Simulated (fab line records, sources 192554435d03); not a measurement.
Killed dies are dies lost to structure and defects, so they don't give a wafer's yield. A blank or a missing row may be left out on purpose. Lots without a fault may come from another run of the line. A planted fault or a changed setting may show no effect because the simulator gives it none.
Chamber matching | flow n5_finfet | N5_BEOL_M0_SAQP_MANDREL2_REMOVE_110 on rie_si-06: 4 sister chambers
The step chemistry HBr/Cl2/O2, target a-Si, stops on SiCN, bt time 10 s. 18 wafers are shown with their chamber, then 9 later ones without.

WAFERS WITH THEIR CHAMBER
wafer  | chamber | throttle_valve_pct (%) | drypump_motor_current_A (A) | oes_product_au (a.u.)
L076.1 | 0       | 36.48                  | 5.8                         | 0.979
L076.2 | 1       | 36.86                  | 5.7                         | 1.030
L076.4 | 2       | 36.21                  | 5.0                         | 1.009
L078.1 | 1       | 36.86                  | 5.7                         | 1.039
L078.4 | 3       | 37.08                  | 6.0                         | 0.987
L078.6 | 3       | 37.06                  | 6.0                         | 0.977
L089.2 | 3       | 37.07                  | 6.0                         | 0.983
L089.3 | 2       | 36.21                  | 5.0                         | 1.015
L089.5 | 2       | 36.21                  | 5.0                         | 1.014
L090.2 | 2       | 36.19                  | 5.0                         | 1.013
L090.3 | 0       | 36.47                  | 5.8                         | 0.975
L090.6 | 3       | 37.07                  | 6.0                         | 0.975
L091.1 | 2       | 36.21                  | 5.0                         | 1.010
L091.3 | 0       | 36.47                  | 5.9                         | 0.989
L091.6 | 1       | 36.87                  | 5.7                         | 1.037
L092.1 | 0       | 36.48                  | 5.8                         | 0.987
L092.2 | 2       | 36.20                  | 5.0                         | 1.024
L092.6 | 3       | 37.06                  | 6.0                         | 0.979

SIGNATURES (means of the wafers above)
reading                 | chamber 0 | chamber 1 | chamber 2 | chamber 3 | scatter within a chamber
throttle_valve_pct      | 36.4750   | 36.8633   | 36.2050   | 37.0680   | 0.00754
drypump_motor_current_A | 5.825     | 5.700     | 5.000     | 6.000     | 0.0231
oes_product_au          | 0.98250   | 1.03533   | 1.01417   | 0.98020   | 0.00542
Rule: a wafer's distance from a chamber is the root of the sum, over the readings, of the square of ((its reading less the chamber's mean) divided by the reading's scatter). The wafer belongs to the nearest chamber; if the next one is less than 2 further off, it can't be placed. The scatter: the root of (the sum of the squares of (reading less its chamber's mean) over the shown wafers, divided by (wafers less chambers)).

WAFERS WITHOUT THEIR CHAMBER
wafer  | throttle_valve_pct (%) | drypump_motor_current_A (A) | oes_product_au (a.u.)
L093.3 | 37.07                  | 6.0                         | 0.994
L093.4 | 36.48                  | 5.8                         | 0.999
L093.5 | 36.49                  | 5.8                         | 0.991
L094.1 | 36.87                  | 5.6                         | 1.038
L094.2 | 37.06                  | 6.0                         | 0.988
L094.3 | 36.19                  | 5.0                         | 1.019
L097.1 | 36.47                  | 5.8                         | 0.987
L097.2 | 36.85                  | 5.6                         | 1.034
L097.5 | 37.07                  | 6.0                         | 0.985

WHICH CHAMBER EACH WENT THROUGH
wafer  | from the rows above | in truth
L093.3 | 3                   | 3
L093.4 | 0                   | 0
L093.5 | 0                   | 0
L094.1 | 1                   | 1
L094.2 | 3                   | 3
L094.3 | 2                   | 2
L097.1 | 0                   | 0
L097.2 | 1                   | 1
L097.5 | 3                   | 3
Placed correctly: 9 of 9. Can't be placed from these rows: 0. Placed wrongly: 0.
